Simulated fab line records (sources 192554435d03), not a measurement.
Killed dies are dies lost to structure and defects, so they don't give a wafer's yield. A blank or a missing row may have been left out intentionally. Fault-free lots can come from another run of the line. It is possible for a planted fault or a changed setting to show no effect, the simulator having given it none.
Which tool is to blame?    flow n5-finfet    69 wafers from 23 lots sampled at 6 of the route's 1938 steps

== WHAT THE GAUGES READ, wafer by wafer ==
The record holds no reading of a measuring or inspecting step that can be judged against a usual standard deviation.

== WHICH TOOL RAN EACH LOT (tool, then ch and the chambers of the sampled wafers, then the start) ==
lot   N5_BEOL_M1_ILD_DEP_00            N5_BEOL_M1_HM_DEP_02          N5_BEOL_M1_STRIP_66                 N5_BEOL_M1_ETCHBACK_99              N5_BEOL_M1_STRIP_97                            N5_BEOL_M1_SPUTTER_88
L074  pecvd-01 ch 1,2, day 5 22:08     pvd-sputter-02, day 5 23:10   rie-diel-05 ch 1,2,3, day 5 23:58   rie-diel-05 ch 0,1,2, day 6 06:21   rie-diel-05 ch 0,1,2, day 6 12:25 or earlier   pvd-sputter-01, day 6 12:25
L075  pecvd-02 ch 0,1, day 6 02:33     pvd-sputter-01, day 6 06:40   rie-diel-02 ch 2,3, day 6 07:32     rie-diel-02 ch 2,3, day 6 13:25     rie-diel-02 ch 2,3, day 6 16:34 or earlier     pvd-sputter-03, day 6 16:34
L076  pecvd-01 ch 0,1, day 6 16:14     pvd-sputter-01, day 6 16:53   rie-diel-02 ch 0,1,2, day 6 18:50   rie-diel-05 ch 0,1,3, day 6 19:52   rie-diel-05 ch 0,1,3, day 6 22:40 or earlier   pvd-sputter-02, day 6 22:40
L077  pecvd-03 ch 0,1,2, day 6 19:25   pvd-sputter-03, day 6 20:28   rie-diel-05 ch 0,1,2, day 6 21:11   rie-diel-02 ch 0,1,2, day 7 03:34   rie-diel-02 ch 0,1,2, day 7 06:46 or earlier   pvd-sputter-02, day 7 06:46
L078  pecvd-01 ch 1,2, day 7 01:42     pvd-sputter-03, day 7 03:58   rie-diel-02 ch 0,1,2, day 7 04:41   rie-diel-05 ch 1,2,3, day 7 09:16   rie-diel-05 ch 1,2,3, day 7 11:56 or earlier   pvd-sputter-02, day 7 11:56
L080  pecvd-02 ch 0,2, day 7 18:17     pvd-sputter-02, day 7 18:58   rie-diel-01 ch 2,3, day 7 19:41     rie-diel-01 ch 0,1, day 7 21:02     rie-diel-01 ch 0,1, day 7 23:28 or earlier     pvd-sputter-01, day 7 23:28
L079  pecvd-02 ch 0,2, day 7 18:26     pvd-sputter-02, day 7 19:04   rie-diel-02 ch 0,3, day 7 19:53     rie-diel-05 ch 0,1,3, day 7 21:05   rie-diel-05 ch 0,1,3, day 8 00:00 or earlier   pvd-sputter-02, day 8 00:00
L081  pecvd-01 ch 0,1,2, day 7 22:13   pvd-sputter-03, day 8 00:22   rie-diel-02 ch 0,2,3, day 8 01:04   rie-diel-01 ch 0,1,3, day 8 02:26   rie-diel-01 ch 0,1,3, day 8 05:32 or earlier   pvd-sputter-02, day 8 05:32
L083  pecvd-03 ch 0,1, day 8 03:52     pvd-sputter-01, day 8 06:45   rie-diel-05 ch 2,3, day 8 07:28     rie-diel-02 ch 0,2,3, day 8 08:34   rie-diel-02 ch 0,2,3, day 8 12:23 or earlier   pvd-sputter-03, day 8 12:23
L082  pecvd-03 ch 0,2, day 8 04:30     pvd-sputter-01, day 8 06:59   rie-diel-01 ch 2,3, day 8 07:43     rie-diel-01 ch 0,1,2, day 8 08:41   rie-diel-01 ch 0,1,2, day 8 12:26 or earlier   pvd-sputter-01, day 8 12:26
L084  pecvd-03 ch 0,2, day 8 15:08     pvd-sputter-01, day 8 18:07   rie-diel-01 ch 0,1, day 8 18:59     rie-diel-01 ch 2,3, day 8 22:13     rie-diel-01 ch 2,3, day 9 00:54 or earlier     pvd-sputter-01, day 9 00:54
L085  pecvd-01 ch 1,2, day 8 19:53     pvd-sputter-01, day 8 22:20   rie-diel-02 ch 0,1,2, day 8 23:13   rie-diel-01 ch 0,1,3, day 9 02:01   rie-diel-01 ch 0,1,3, day 9 04:47 or earlier   pvd-sputter-02, day 9 04:47
L086  pecvd-01 ch 0,2, day 9 03:34     pvd-sputter-02, day 9 03:49   rie-diel-02 ch 0,1,2, day 9 04:43   rie-diel-02 ch 1,2,3, day 9 07:28   rie-diel-02 ch 1,2,3, day 9 09:55 or earlier   pvd-sputter-01, day 9 09:55
L087  pecvd-01 ch 0,1,2, day 9 07:49   pvd-sputter-01, day 9 08:10   rie-diel-01 ch 0,2,3, day 9 08:53   rie-diel-01 ch 0,1,3, day 9 10:41   rie-diel-01 ch 0,1,3, day 9 13:15 or earlier   pvd-sputter-03, day 9 13:15
L088  pecvd-01 ch 0,2, day 9 12:20     pvd-sputter-03, day 9 14:19   rie-diel-01 ch 1,2, day 9 15:10     rie-diel-01 ch 0,1,2, day 9 18:37   rie-diel-01 ch 0,1,2, day 9 23:26 or earlier   pvd-sputter-01, day 9 23:26
L089  pecvd-03 ch 0,2, day 9 18:45     pvd-sputter-01, day 9 19:32   rie-diel-01 ch 1,2,3, day 9 20:15   rie-diel-02 ch 0,1,3, day 10 01:01  rie-diel-02 ch 0,1,3, day 10 04:26 or earlier  pvd-sputter-02, day 10 04:26
L090  pecvd-01 ch 0,1,2, day 10 01:04  pvd-sputter-03, day 10 01:37  rie-diel-01 ch 0,2,3, day 10 02:28  rie-diel-01 ch 0,1,2, day 10 05:28  rie-diel-01 ch 0,1,2, day 10 07:58 or earlier  pvd-sputter-03, day 10 07:58
L091  pecvd-02 ch 0,1,2, day 10 07:45  pvd-sputter-01, day 10 08:52  rie-diel-01 ch 0,1, day 10 09:35    rie-diel-02 ch 0,3, day 10 11:53    rie-diel-02 ch 0,3, day 10 15:18 or earlier    pvd-sputter-01, day 10 15:18
L092  pecvd-03 ch 0,1,2, day 10 18:07  pvd-sputter-01, day 10 20:02  rie-diel-01 ch 0,1,2, day 10 20:44  rie-diel-02 ch 0,2,3, day 10 21:41  rie-diel-02 ch 0,2,3, day 10 23:44 or earlier  pvd-sputter-02, day 10 23:44
L093  pecvd-03 ch 0,1,2, day 11 06:14  pvd-sputter-03, day 11 11:05  rie-diel-01 ch 0,2,3, day 11 11:58  rie-diel-01 ch 0,1, day 11 15:29    rie-diel-01 ch 0,1, day 11 18:07 or earlier    pvd-sputter-01, day 11 18:07
L094  pecvd-03 ch 1,2, day 11 07:42    pvd-sputter-03, day 11 11:32  rie-diel-01 ch 1,2,3, day 11 12:23  rie-diel-02 ch 1,3, day 11 16:32    rie-diel-02 ch 1,3, day 11 19:10 or earlier    pvd-sputter-02, day 11 19:10
L096  pecvd-01 ch 0,1, day 11 17:01    pvd-sputter-02, day 11 18:11  rie-diel-02 ch 0,2,3, day 11 18:54  rie-diel-05 ch 1,2,3, day 11 20:03  rie-diel-05 ch 1,2,3, day 11 22:31 or earlier  pvd-sputter-01, day 11 22:31
L097  pecvd-03 ch 1,2, day 11 21:26    pvd-sputter-02, day 11 23:53  rie-diel-01 ch 0,1,3, day 12 00:37  rie-diel-02 ch 1,3, day 12 04:05    rie-diel-02 ch 1,3, day 12 06:44 or earlier    pvd-sputter-02, day 12 06:44
- N5_BEOL_M1_ILD_DEP_00: deposits SiOC from DEMS/O2, target thk 79 nm, time 15.3 s.
- N5_BEOL_M1_HM_DEP_02: deposits TiN, target thk 20 nm.
- N5_BEOL_M1_STRIP_66: strips in CF4.
- N5_BEOL_M1_ETCHBACK_99: etches SiO2 in CHF3, target depth 5 nm, time 10.4 s.
- N5_BEOL_M1_STRIP_97: strips in N2/H2, time 10 s.
- N5_BEOL_M1_SPUTTER_88: material Cu, target thk 4.5 nm, time 8.29 s.

== AS READ BY THE TOOLS THEMSELVES (means over the sampled wafers that have a number; for cases with no such wafer, the mark the record gives instead) ==
N5_BEOL_M1_ILD_DEP_00.
lot   tool      heater-power-w (W)  showerhead-plenum-p-Torr (Torr)  throttle-valve-pct (%)
L074  pecvd-01  419                 5.689                            11.8
L075  pecvd-02  491                 5.675                            12.5
L076  pecvd-01  369                 5.685                            12.3
L077  pecvd-03  552                 5.694                            12.0
L078  pecvd-01  383                 5.681                            11.9
L080  pecvd-02  465                 5.693                            11.6
L079  pecvd-02  458                 5.696                            11.7
L081  pecvd-01  394                 5.685                            12.2
L083  pecvd-03  486                 5.711                            12.4
L082  pecvd-03  527                 5.698                            11.5
L084  pecvd-03  546                 5.694                            11.5
L085  pecvd-01  349                 5.683                            11.9
L086  pecvd-01  460                 5.688                            12.6
L087  pecvd-01  391                 5.692                            12.2
L088  pecvd-01  410                 5.697                            12.6
L089  pecvd-03  518                 5.690                            11.6
L090  pecvd-01  400                 5.683                            12.2
L091  pecvd-02  466                 5.681                            12.1
L092  pecvd-03  484                 5.696                            11.9
L093  pecvd-03  540                 5.696                            12.1
L094  pecvd-03  536                 5.695                            11.4
L096  pecvd-01  381                 5.688                            12.7
L097  pecvd-03  552                 5.698                            11.6

N5_BEOL_M1_HM_DEP_02.
lot   tool            substrate-temp-c (C)  throttle-valve-pct (%)
L074  pvd-sputter-02  24.95                 30.5
L075  pvd-sputter-01  24.90                 29.8
L076  pvd-sputter-01  24.96                 30.0
L077  pvd-sputter-03  25.17                 30.5
L078  pvd-sputter-03  24.99                 30.9
L080  pvd-sputter-02  24.90                 30.2
L079  pvd-sputter-02  25.08                 30.8
L081  pvd-sputter-03  25.00                 30.3
L083  pvd-sputter-01  24.85                 30.0
L082  pvd-sputter-01  24.95                 30.0
L084  pvd-sputter-01  24.93                 30.0
L085  pvd-sputter-01  25.03                 29.7
L086  pvd-sputter-02  24.95                 30.5
L087  pvd-sputter-01  25.00                 30.0
L088  pvd-sputter-03  25.09                 30.6
L089  pvd-sputter-01  24.99                 30.1
L090  pvd-sputter-03  25.10                 30.6
L091  pvd-sputter-01  25.09                 30.1
L092  pvd-sputter-01  25.04                 29.7
L093  pvd-sputter-03  25.08                 30.4
L094  pvd-sputter-03  25.00                 30.7
L096  pvd-sputter-02  24.98                 31.1
L097  pvd-sputter-02  25.02                 30.4

N5_BEOL_M1_STRIP_66.
lot   tool         drypump-motor-current-A (A)  oes-product-au (a.u.)  rf-vpp-V (V)  showerhead-plenum-p-Torr (Torr)  throttle-valve-pct (%)
L074  rie-diel-05  5.6                          0.72                   271.1         1.80                             13.69
L075  rie-diel-02  5.3                          0.73                   270.7         1.76                             13.55
L076  rie-diel-02  5.6                          0.73                   272.1         1.82                             13.57
L077  rie-diel-05  5.7                          0.77                   271.6         1.81                             13.67
L078  rie-diel-02  5.6                          0.73                   271.2         1.82                             13.58
L080  rie-diel-01  5.3                          0.72                   270.5         1.77                             13.69
L079  rie-diel-02  5.8                          0.71                   269.7         1.74                             13.66
L081  rie-diel-02  5.5                          0.72                   270.1         1.77                             13.60
L083  rie-diel-05  5.6                          0.71                   272.6         1.84                             13.63
L082  rie-diel-01  5.3                          0.72                   270.6         1.77                             13.70
L084  rie-diel-01  6.4                          0.84                   272.3         1.80                             13.54
L085  rie-diel-02  5.6                          0.72                   271.6         1.81                             13.61
L086  rie-diel-02  5.6                          0.72                   271.4         1.81                             13.61
L087  rie-diel-01  5.7                          0.73                   270.1         1.77                             13.77
L088  rie-diel-01  6.2                          0.77                   272.0         1.84                             13.70
L089  rie-diel-01  5.8                          0.76                   270.9         1.80                             13.64
L090  rie-diel-01  5.7                          0.73                   270.4         1.77                             13.77
L091  rie-diel-01  6.2                          0.79                   270.0         1.76                             13.70
L092  rie-diel-01  6.2                          0.77                   271.3         1.80                             13.71
L093  rie-diel-01  5.7                          0.72                   270.0         1.76                             13.80
L094  rie-diel-01  5.8                          0.75                   270.4         1.79                             13.67
L096  rie-diel-02  5.5                          0.70                   270.5         1.76                             13.65
L097  rie-diel-01  5.8                          0.76                   270.5         1.75                             13.66

N5_BEOL_M1_ETCHBACK_99.
lot   tool         drypump-motor-current-A (A)  oes_ar_750_au (a.u.)  oes-product-au (a.u.)  rf-vpp-V (V)  showerhead-plenum-p-Torr (Torr)  throttle-valve-pct (%)
L074  rie-diel-05  5.7                          0.77                  0.77                   243           2.20                             17.24
L075  rie-diel-02  5.3                          0.74                  0.73                   241           2.11                             16.99
L076  rie-diel-05  5.7                          0.77                  0.77                   248           2.19                             17.24
L077  rie-diel-02  5.6                          0.74                  0.73                   241           2.17                             16.99
L078  rie-diel-05  5.7                          0.72                  0.72                   241           2.18                             17.28
L080  rie-diel-01  6.3                          0.84                  0.85                   239           2.14                             16.95
L079  rie-diel-05  5.7                          0.75                  0.76                   247           2.19                             17.26
L081  rie-diel-01  5.8                          0.79                  0.80                   240           2.10                             17.06
L083  rie-diel-02  5.5                          0.73                  0.72                   240           2.11                             17.01
L082  rie-diel-01  6.2                          0.79                  0.79                   243           2.16                             17.12
L084  rie-diel-01  5.3                          0.71                  0.71                   244           2.12                             17.19
L085  rie-diel-01  5.9                          0.78                  0.79                   240           2.10                             17.06
L086  rie-diel-02  5.7                          0.72                  0.71                   241           2.13                             17.08
L087  rie-diel-01  5.8                          0.78                  0.79                   239           2.10                             17.07
L088  rie-diel-01  6.2                          0.78                  0.79                   243           2.15                             17.14
L089  rie-diel-02  5.9                          0.72                  0.70                   240           2.14                             17.08
L090  rie-diel-01  6.2                          0.78                  0.78                   243           2.15                             17.14
L091  rie-diel-02  5.8                          0.72                  0.72                   240           2.11                             17.05
L092  rie-diel-02  5.5                          0.72                  0.71                   241           2.10                             17.05
L093  rie-diel-01  6.2                          0.79                  0.79                   239           2.09                             17.13
L094  rie-diel-02  6.1                          0.71                  0.70                   241           2.16                             17.15
L096  rie-diel-05  5.6                          0.70                  0.70                   240           2.17                             17.33
L097  rie-diel-02  6.1                          0.71                  0.69                   240           2.16                             17.16

N5_BEOL_M1_STRIP_97.
lot   tool         drypump-motor-current-A (A)  n2-flow-sccm (sccm)  oes-product-au (a.u.)  rf-vpp-V (V)  showerhead-plenum-p-Torr (Torr)  throttle-valve-pct (%)
L074  rie-diel-05  5.7                          199.9                0.78                   59.4          2.57                             23.69
L075  rie-diel-02  5.3                          199.5                0.73                   58.6          2.49                             23.67
L076  rie-diel-05  5.7                          200.2                0.77                   58.6          2.58                             23.82
L077  rie-diel-02  5.6                          199.7                0.73                   58.8          2.55                             23.43
L078  rie-diel-05  5.6                          199.2                0.72                   59.3          2.56                             23.81
L080  rie-diel-01  6.3                          200.4                0.87                   59.2          2.54                             23.70
L079  rie-diel-05  5.7                          199.6                0.76                   59.5          2.57                             23.82
L081  rie-diel-01  5.8                          199.8                0.81                   58.9          2.49                             23.80
L083  rie-diel-02  5.5                          199.2                0.72                   60.5          2.49                             23.63
L082  rie-diel-01  6.2                          200.0                0.80                   59.2          2.55                             23.65
L084  rie-diel-01  5.3                          199.3                0.72                   59.1          2.49                             23.89
L085  rie-diel-01  5.8                          200.0                0.80                   58.5          2.48                             23.82
L086  rie-diel-02  5.7                          199.9                0.71                   58.8          2.52                             23.58
L087  rie-diel-01  5.9                          200.3                0.79                   58.7          2.48                             23.82
L088  rie-diel-01  6.2                          200.3                0.79                   59.5          2.55                             23.68
L089  rie-diel-02  6.0                          199.9                0.71                   58.2          2.51                             23.53
L090  rie-diel-01  6.2                          200.2                0.79                   58.7          2.54                             23.68
L091  rie-diel-02  5.8                          200.0                0.71                   59.4          2.49                             23.60
L092  rie-diel-02  5.6                          199.7                0.70                   58.4          2.48                             23.65
L093  rie-diel-01  6.2                          199.9                0.79                   58.6          2.47                             23.71
L094  rie-diel-02  6.1                          200.1                0.70                   59.3          2.53                             23.49
L096  rie-diel-05  5.6                          199.3                0.70                   59.7          2.55                             23.85
L097  rie-diel-02  6.1                          200.0                0.69                   58.8          2.53                             23.48

N5_BEOL_M1_SPUTTER_88.
lot   tool            substrate-temp-c (C)  throttle-valve-pct (%)
L074  pvd-sputter-01  -19.96                30.1
L075  pvd-sputter-03  -19.97                30.2
L076  pvd-sputter-02  -20.01                30.5
L077  pvd-sputter-02  -19.93                30.0
L078  pvd-sputter-02  -20.02                30.7
L080  pvd-sputter-01  -20.04                29.6
L079  pvd-sputter-02  -19.92                30.2
L081  pvd-sputter-02  -19.98                30.1
L083  pvd-sputter-03  -20.00                29.5
L082  pvd-sputter-01  -19.91                29.9
L084  pvd-sputter-01  -19.98                29.9
L085  pvd-sputter-02  -19.87                30.6
L086  pvd-sputter-01  -19.95                29.8
L087  pvd-sputter-03  -19.97                30.6
L088  pvd-sputter-01  -20.04                30.1
L089  pvd-sputter-02  -19.98                30.0
L090  pvd-sputter-03  -19.99                30.4
L091  pvd-sputter-01  -20.10                29.9
L092  pvd-sputter-02  -19.99                30.6
L093  pvd-sputter-01  -20.03                30.0
L094  pvd-sputter-02  -19.97                30.0
L096  pvd-sputter-01  -20.07                30.1
L097  pvd-sputter-02  -20.12                30.7

== THE ANSWER, worked out from the rows above alone ==
Rule: usual is defined by the lots themselves. Put in order of their means at a reading, lots are off if they are a third of the lots or fewer, leave a main group of 4 or more, and stand apart from it by a gap of 3 or more times the standard deviation of the main group's means; of several such gaps the widest counts. A main group whose means are all the same, to the digits that the tables above print for the reading, isn't used. A lot without any number at a reading at which 4 lots or more have one is off too. Where the step has rows for the other lots, those lots are counted as sound. After the gauges, taken in route order, come the tools' own readings; for these a lot's mean is taken, as printed above. The first step at which some lot is off is used, and at that step the reading that is off furthest; a lot without a number counts as furthest.
No lot is off on any of the readings shown, so nothing can be concluded from this.

== WHAT THE SIMULATOR HAD INSERTED ==
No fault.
